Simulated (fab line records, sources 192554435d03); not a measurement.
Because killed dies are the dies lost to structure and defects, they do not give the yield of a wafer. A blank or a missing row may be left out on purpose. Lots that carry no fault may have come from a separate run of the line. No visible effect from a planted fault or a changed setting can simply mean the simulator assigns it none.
Split-lot study | flow n5-finfet | 39 wafers read from 7 lots, route of 1938 steps

== ABOUT THE SPLIT ==
At N5_HKMG_FIN_ETCH_54 (etches SiARC in CF4, target depth 45.5 nm, time 75.8 s), the setting source-w was moved away from the recipe's 545 W on 9 of the 39 wafers read, by -13.0% to +14.7%. This setting was run at the recipe's value on the other wafers.

Reading taken at the split's own step.

== THE READING ==
rf-vpp-V, in V, at N5_HKMG_FIN_ETCH_54 (etches SiARC in CF4, target depth 45.5 nm, time 75.8 s). Typical for fault-free wafers on this fab line: 184.2 V, with standard deviation 0.97 V.

wafer  | tool, chamber at the split | source-w as run, W | against the recipe | rf-vpp-V, V | against lot-mates on the recipe
L080.1 | rie-diel-01, 1             | 545                | recipe             | 184.9       | -
L080.2 | rie-diel-01, 0             | 474.1              | -13.0%             | 194.1       | +9.5
L080.3 | rie-diel-01, 3             | 474.1              | -13.0%             | 193.6       | +9.0
L080.4 | rie-diel-01, 3             | 545                | recipe             | 184.0       | -
L080.5 | rie-diel-01, 1             | 545                | recipe             | 185.0       | -
L080.6 | rie-diel-01, 0             | 474.1              | -13.0%             | 192.7       | +8.1
L083.1 | rie-diel-04, 2             | 545                | recipe             | 184.0       | -
L083.2 | rie-diel-04, 1             | 545                | recipe             | 185.3       | -
L083.3 | rie-diel-04, 3             | 545                | recipe             | 184.2       | -
L083.4 | rie-diel-04, 0             | 545                | recipe             | 185.2       | -
L083.5 | rie-diel-04, 3             | 545                | recipe             | 183.2       | -
L083.6 | rie-diel-04, 0             | 545                | recipe             | 184.4       | -
L086.1 | rie-diel-02, 1             | 545                | recipe             | 182.8       | -
L086.2 | rie-diel-02, 2             | 545                | recipe             | 182.9       | -
L086.3 | rie-diel-02, 0             | 545                | recipe             | 185.0       | -
L086.4 | rie-diel-02, 3             | 545                | recipe             | 184.1       | -
L086.5 | rie-diel-02, 3             | 545                | recipe             | 183.6       | -
L086.6 | rie-diel-02, 0             | 545                | recipe             | 183.0       | -
L087.2 | rie-diel-02, 1             | 545                | recipe             | 184.9       | -
L087.4 | rie-diel-02, 0             | 545                | recipe             | 182.7       | -
L087.5 | rie-diel-02, 3             | 545                | recipe             | 183.5       | -
L089.1 | rie-diel-04, 2             | 545                | recipe             | 183.2       | -
L089.2 | rie-diel-04, 0             | 545                | recipe             | 183.2       | -
L089.3 | rie-diel-04, 1             | 545                | recipe             | 186.8       | -
L089.4 | rie-diel-04, 3             | 545                | recipe             | 183.6       | -
L089.5 | rie-diel-04, 3             | 545                | recipe             | 184.4       | -
L089.6 | rie-diel-04, 0             | 545                | recipe             | 183.7       | -
L091.1 | rie-diel-01, 0             | 624.9              | +14.7%             | 177.1       | -7.4
L091.2 | rie-diel-01, 3             | 624.9              | +14.7%             | 176.5       | -8.0
L091.3 | rie-diel-01, 2             | 545                | recipe             | 184.2       | -
L091.4 | rie-diel-01, 1             | 545                | recipe             | 184.0       | -
L091.5 | rie-diel-01, 2             | 624.9              | +14.7%             | 175.5       | -9.0
L091.6 | rie-diel-01, 1             | 545                | recipe             | 185.4       | -
L097.1 | rie-diel-04, 2             | 486.6              | -10.7%             | 191.9       | +8.7
L097.2 | rie-diel-04, 0             | 545                | recipe             | 183.2       | -
L097.3 | rie-diel-04, 3             | 545                | recipe             | 183.5       | -
L097.4 | rie-diel-04, 1             | 486.6              | -10.7%             | 192.2       | +9.0
L097.5 | rie-diel-04, 3             | 545                | recipe             | 182.9       | -
L097.6 | rie-diel-04, 0             | 486.6              | -10.7%             | 192.4       | +9.2

FIT RESULTS
A straight line over all 39 wafers: rf-vpp-V changes by -0.64 V for each +1% of source-w; r = -0.97; the points scatter about the line by 1.1 V.
The same after taking each lot's own level away (the mean of its wafers on the recipe; 39 wafers): -0.658 V for each +1%; r = -0.97; scatter 1 V.
On that fit, the largest move of source-w shifts the reading by 9.6 V.
From 183.20 to 184.63 V: that is the span of the lots' own levels, equal to 1.5 times the standard deviation above.
Consequently the slope shifts little with the lot-to-lot level, the two slopes agreeing.
Check: -9.8 V against its lot-mates is what the line predicts for one of the wafers moved furthest among these (+14.7%) when that wafer is left out of the fit. It came out at -7.43 V against them.
Tool readings at the split's step, against how far the setting was moved: rf-vpp-V r = -0.97.

== THESE WAFERS: OTHER SPLITS ==
Before the reading, these wafers also passed through other splits. Each is held against what the fit with the lots' levels taken away leaves over:
other split on the same wafers     | wafers away from the commonest value | r with rf-vpp-V (lot level and that fit taken away)
N5_FIN_SAQP_ETCH_52 source-w       | 18                                   | -0.05
N5_DUMMY_GATE_ETCH_37 source-w     | 12                                   | -0.21
N5_SD_EPI_P_ETCH_16 target-depth-a | 15                                   | -0.34

== FILE'S OWN FIT ==
rf-vpp-V changes by -0.664 V for each +1% of source-w, r = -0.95.
